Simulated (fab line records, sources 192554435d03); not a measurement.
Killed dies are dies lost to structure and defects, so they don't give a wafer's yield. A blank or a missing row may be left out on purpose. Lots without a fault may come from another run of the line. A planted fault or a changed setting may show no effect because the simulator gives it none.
Which tool did it? | flow n5_finfet | 9 lots, 25 wafers sampled, at 5 steps of a route of 1938

WHAT THE GAUGES READ, wafer by wafer
N5_BEOL_M4_OVL_MEAS_29. Usual: V3_OVL 0.2 nm, standard deviation 0.86.
lot  | measured     | on         | V3_OVL (nm)    | flag
L664 | day 7 16:44  | overlay-02 | -1.2 -0.8 -1.7 |
L666 | day 8 02:01  | overlay-01 | -0.9 -1.1 -0.8 |
L671 | day 10 01:43 | overlay-01 | 0.2 0.5 1.0    |
L673 | day 10 11:46 | overlay-02 | 0.0 0.7 0.3    |
L679 | day 11 20:19 | overlay-01 | 0.0 0.5        |
L678 | day 12 03:53 | overlay-02 | 0.5 1.6        |
L683 | day 13 03:18 | overlay-01 | 0.3 1.7 0.7    |
L685 | day 13 15:47 | overlay-02 | -1.6 -0.8 -0.9 |
L686 | day 13 22:52 | overlay-02 | 0.9 0.6 0.2    |

N5_BEOL_M4_RC_MEAS_101. Usual: DIBL_N 36.4 mV/V, standard deviation 2.7; DIBL_P 36 mV/V, standard deviation 3.2; IOFF_N 0.16 nA/um, standard deviation 0.046; IOFF_P 0.21 nA/um, standard deviation 0.055; ION_N 677 uA/um, standard deviation 15; ION_P 464 uA/um, standard deviation 11; SS_N 71.5 mV/dec, standard deviation 0.79; SS_P 73.3 mV/dec, standard deviation 0.93; VT_N 250 mV, standard deviation 4.1; VT_P -251 mV, standard deviation 4.4.
lot  | measured     | on        | DIBL_N (mV/V)  | DIBL_P (mV/V) | IOFF_N (nA/um) | IOFF_P (nA/um) | ION_N (uA/um) | ION_P (uA/um) | SS_N (mV/dec)  | SS_P (mV/dec)  | VT_N (mV)   | VT_P (mV)      | flag
L664 | day 7 22:32  | prober-02 | 37.0 43.5 39.5 | 35 44 38      | 0.16 0.32 0.22 | 0.21 0.42 0.29 | 680 733 692   | 467 500 479   | 71.0 72.7 71.5 | 73.8 76.2 73.5 | 249 242 244 | -249 -240 -245 |
L666 | day 8 21:05  | prober-01 | 38.3 37.2 35.4 | 40 38 36      | 0.22 0.19 0.16 | 0.36 0.28 0.26 | 695 691 682   | 487 478 481   | 72.9 72.2 72.0 | 73.0 73.6 73.0 | 242 245 248 | -239 -242 -243 |
L671 | day 10 14:48 | prober-02 | 38.0 36.2 37.5 | 36 36 36      | 0.17 0.13 0.17 | 0.23 0.22 0.21 | 672 671 683   | 461 461 460   | 72.2 71.8 72.0 | 73.8 72.7 73.7 | 249 255 249 | -250 -250 -252 |
L673 | day 10 22:13 | prober-02 | 36.4 37.7 36.7 | 37 38 36      | 0.16 0.19 0.15 | 0.22 0.23 0.19 | 677 709 672   | 468 480 457   | 71.0 71.3 71.5 | 74.2 73.8 73.1 | 247 243 251 | -248 -249 -252 |
L679 | day 12 02:02 | prober-01 | 36.6 37.0      | 38 40         | 0.16 0.16      | 0.19 0.21      | 692 668       | 463 454       | 71.7 70.8      | 73.7 73.7      | 248 254     | -253 -254      |
L678 | day 12 11:10 | prober-01 | 34.2 39.3      | 34 39         | 0.13 0.24      | 0.17 0.25      | 651 680       | 447 458       | 71.6 72.6      | 73.1 73.8      | 251 247     | -252 -247      |
L683 | day 13 10:51 | prober-01 | 36.5 32.8 35.4 | 35 31 34      | 0.14 0.10 0.13 | 0.19 0.14 0.17 | 663 659 670   | 462 453 461   | 70.9 70.5 71.1 | 72.6 72.4 72.0 | 250 256 252 | -251 -256 -255 |
L685 | day 14 07:22 | prober-02 | 40.0 36.7 41.0 | 38 34 40      | 0.21 0.14 0.23 | 0.22 0.16 0.25 | 677 659 689   | 457 448 467   | 72.4 71.2 72.3 | 73.5 72.5 74.2 | 249 253 247 | -253 -257 -252 |
L686 | day 14 07:26 | prober-01 | 28.6 32.5 32.1 | 29 32 33      | 0.06 0.11 0.11 | 0.09 0.12 0.13 | 633 658 677   | 435 440 462   | 70.3 71.0 70.6 | 70.7 71.9 71.7 | 264 256 253 | -265 -259 -259 |

WHICH TOOL RAN EACH LOT (tool, then ch and the chambers of the sampled wafers, then the start)
lot  | N5_BEOL_M4_ETCHBACK_99             | N5_BEOL_M4_VIA_ETCH_34             | N5_BEOL_M4_ETCH_41
L664 | rie_diel-06 ch 1,3, day 7 18:10    | rie_diel-06 ch 1,3, day 7 18:18    | rie_diel-06 ch 1,3, day 7 18:26
L666 | rie_diel-01 ch 2,3, day 8 16:36    | rie_diel-01 ch 2,3, day 8 16:45    | rie_diel-01 ch 2,3, day 8 16:53
L671 | rie_diel-01 ch 0,2,3, day 10 10:20 | rie_diel-01 ch 0,2,3, day 10 10:28 | rie_diel-01 ch 0,2,3, day 10 10:36
L673 | rie_diel-06 ch 1,2,3, day 10 18:05 | rie_diel-06 ch 1,2,3, day 10 18:14 | rie_diel-06 ch 1,2,3, day 10 18:22
L679 | rie_diel-06 ch 1, day 11 21:22     | rie_diel-06 ch 1, day 11 21:30     | rie_diel-06 ch 1, day 11 21:38
L678 | rie_diel-06 ch 0,1, day 12 05:23   | rie_diel-06 ch 0,1, day 12 05:32   | rie_diel-06 ch 0,1, day 12 05:40
L683 | rie_diel-01 ch 1,2,3, day 13 05:37 | rie_diel-01 ch 1,2,3, day 13 05:46 | rie_diel-01 ch 1,2,3, day 13 05:53
L685 | rie_diel-01 ch 1,2, day 14 01:02   | rie_diel-01 ch 1,2, day 14 01:11   | rie_diel-01 ch 1,2, day 14 01:19
L686 | rie_diel-04 ch 0,2,3, day 14 02:58 | rie_diel-04 ch 0,2,3, day 14 03:06 | rie_diel-04 ch 0,2,3, day 14 03:14
- N5_BEOL_M4_ETCHBACK_99: etches SiO2 in CHF3, target depth 5 nm, time 10.4 s.
- N5_BEOL_M4_VIA_ETCH_34: etches the open film in C4F6/O2, target depth 69.4 nm, time 65.9 s.
- N5_BEOL_M4_ETCH_41: etches SiCN in CH3F/O2, target depth 29.9 nm, time 52.5 s.

WHAT THE TOOLS THEMSELVES READ (means of the sampled wafers that have a number; where no wafer has one, the mark that the record gives instead)
N5_BEOL_M4_ETCHBACK_99. Usual: chamber_pressure_mTorr 29.999 mTorr, standard deviation 0.025; drypump_motor_current_A 5.6 A, standard deviation 0.42; oes_product_au 0.82 a.u., standard deviation 0.08; rf_fwd_power_W 212.5 W, standard deviation 0.81; rf_vpp_V 238 V, standard deviation 6.8; showerhead_plenum_p_Torr 2.15 Torr, standard deviation 0.074; throttle_valve_pct 16.93 %, standard deviation 0.18.
lot  | tool        | chamber_pressure_mTorr (mTorr) | drypump_motor_current_A (A) | oes_product_au (a.u.) | rf_fwd_power_W (W) | rf_vpp_V (V) | showerhead_plenum_p_Torr (Torr) | throttle_valve_pct (%) | flag
L664 | rie_diel-06 | 30.033                         | 5.9                         | 0.90                  | 211.7              | 232          | 2.21                            | 16.87                  |
L666 | rie_diel-01 | 30.013                         | 5.9                         | 0.75                  | 212.9              | 239          | 2.09                            | 16.98                  |
L671 | rie_diel-01 | 29.992                         | 5.7                         | 0.89                  | 211.7              | 240          | 2.14                            | 16.76                  |
L673 | rie_diel-06 | 30.010                         | 5.7                         | 0.85                  | 212.9              | 234          | 2.18                            | 16.95                  |
L679 | rie_diel-06 | 29.973                         | 6.4                         | 0.85                  | 212.4              | 231          | 2.26                            | 16.85                  |
L678 | rie_diel-06 | 29.998                         | 5.8                         | 0.78                  | 212.6              | 232          | 2.24                            | 16.92                  |
L683 | rie_diel-01 | 29.994                         | 5.7                         | 0.89                  | 211.7              | 240          | 2.08                            | 16.81                  |
L685 | rie_diel-01 | 29.982                         | 5.5                         | 0.83                  | 212.1              | 235          | 2.08                            | 16.93                  |
L686 | rie_diel-04 | 29.993                         | 5.7                         | 0.73                  | 212.9              | 234          | 2.09                            | 17.04                  |

N5_BEOL_M4_VIA_ETCH_34. Usual: chamber_pressure_mTorr 15.002 mTorr, standard deviation 0.014; drypump_motor_current_A 5.6 A, standard deviation 0.43; oes_product_au 0.82 a.u., standard deviation 0.08; rf_fwd_power_W 347.5 W, standard deviation 1.3; rf_vpp_V 658 V, standard deviation 18; showerhead_plenum_p_Torr 2.84 Torr, standard deviation 0.093; throttle_valve_pct 30.52 %, standard deviation 0.29.
lot  | tool        | chamber_pressure_mTorr (mTorr) | drypump_motor_current_A (A) | oes_product_au (a.u.) | rf_fwd_power_W (W) | rf_vpp_V (V) | showerhead_plenum_p_Torr (Torr) | throttle_valve_pct (%) | flag
L664 | rie_diel-06 | 14.998                         | 5.9                         | 0.90                  | 348.4              | 641          | 2.92                            | 30.38                  |
L666 | rie_diel-01 | 14.999                         | 6.0                         | 0.75                  | 347.5              | 663          | 2.76                            | 30.60                  |
L671 | rie_diel-01 | 14.994                         | 5.6                         | 0.88                  | 347.4              | 665          | 2.82                            | 30.27                  |
L673 | rie_diel-06 | 15.006                         | 5.7                         | 0.85                  | 347.0              | 648          | 2.87                            | 30.45                  |
L679 | rie_diel-06 | 15.011                         | 6.4                         | 0.86                  | 345.1              | 640          | 2.97                            | 30.37                  |
L678 | rie_diel-06 | 14.992                         | 5.8                         | 0.77                  | 347.2              | 640          | 2.95                            | 30.43                  |
L683 | rie_diel-01 | 15.002                         | 5.7                         | 0.89                  | 347.1              | 662          | 2.75                            | 30.34                  |
L685 | rie_diel-01 | 15.006                         | 5.5                         | 0.83                  | 347.6              | 652          | 2.75                            | 30.54                  |
L686 | rie_diel-04 | 14.989                         | 5.7                         | 0.74                  | 347.6              | 648          | 2.76                            | 30.70                  |

N5_BEOL_M4_ETCH_41. Usual: chamber_pressure_mTorr 30.000 mTorr, standard deviation 0.027; drypump_motor_current_A 5.6 A, standard deviation 0.42; oes_product_au 0.82 a.u., standard deviation 0.08; rf_fwd_power_W 391.0 W, standard deviation 1.5; rf_vpp_V 297.6 V, standard deviation 1.7; showerhead_plenum_p_Torr 2.00 Torr, standard deviation 0.068; throttle_valve_pct 16.19 %, standard deviation 0.16.
lot  | tool        | chamber_pressure_mTorr (mTorr) | drypump_motor_current_A (A) | oes_product_au (a.u.) | rf_fwd_power_W (W) | rf_vpp_V (V) | showerhead_plenum_p_Torr (Torr) | throttle_valve_pct (%) | flag
L664 | rie_diel-06 | 29.970                         | 5.9                         | 0.90                  | 390.3              | 298.7        | 2.06                            | 16.13                  |
L666 | rie_diel-01 | 30.012                         | 5.9                         | 0.75                  | 390.7              | 296.8        | 1.94                            | 16.27                  |
L671 | rie_diel-01 | 29.995                         | 5.7                         | 0.88                  | 390.1              | 297.1        | 1.99                            | 16.03                  |
L673 | rie_diel-06 | 30.007                         | 5.7                         | 0.85                  | 389.6              | 298.8        | 2.02                            | 16.20                  |
L679 | rie_diel-06 | 29.974                         | 6.3                         | 0.97                  | 389.5              | 299.8        | 2.10                            | 16.13                  |
L678 | rie_diel-06 | 29.986                         | 5.8                         | 0.88                  | 391.5              | 298.9        | 2.08                            | 16.18                  |
L683 | rie_diel-01 | 30.014                         | 5.7                         | 0.88                  | 390.5              | 295.9        | 1.94                            | 16.06                  |
L685 | rie_diel-01 | 29.994                         | 5.5                         | 0.83                  | 391.1              | 296.6        | 1.94                            | 16.19                  |
L686 | rie_diel-04 | 29.980                         | 5.7                         | 0.74                  | 392.3              | 295.6        | 1.94                            | 16.28                  |

THE ANSWER, worked out from the rows above alone
Rule: a lot is off if the mean of its wafers that have a number lies more than 3 standard deviations from the usual mean. A lot without any number at a reading at which 4 lots or more have one is off too. The other lots that the step has rows for count as sound. The gauges are gone through in route order, then the tools' own readings, and for those a lot's mean is taken as printed above. The first step at which some lot is off is used, and at that step the reading that is off furthest; a lot without a number counts as furthest.
No lot is off at any reading shown: from this, nothing can be told.

WHAT THE SIMULATOR HAD PUT IN
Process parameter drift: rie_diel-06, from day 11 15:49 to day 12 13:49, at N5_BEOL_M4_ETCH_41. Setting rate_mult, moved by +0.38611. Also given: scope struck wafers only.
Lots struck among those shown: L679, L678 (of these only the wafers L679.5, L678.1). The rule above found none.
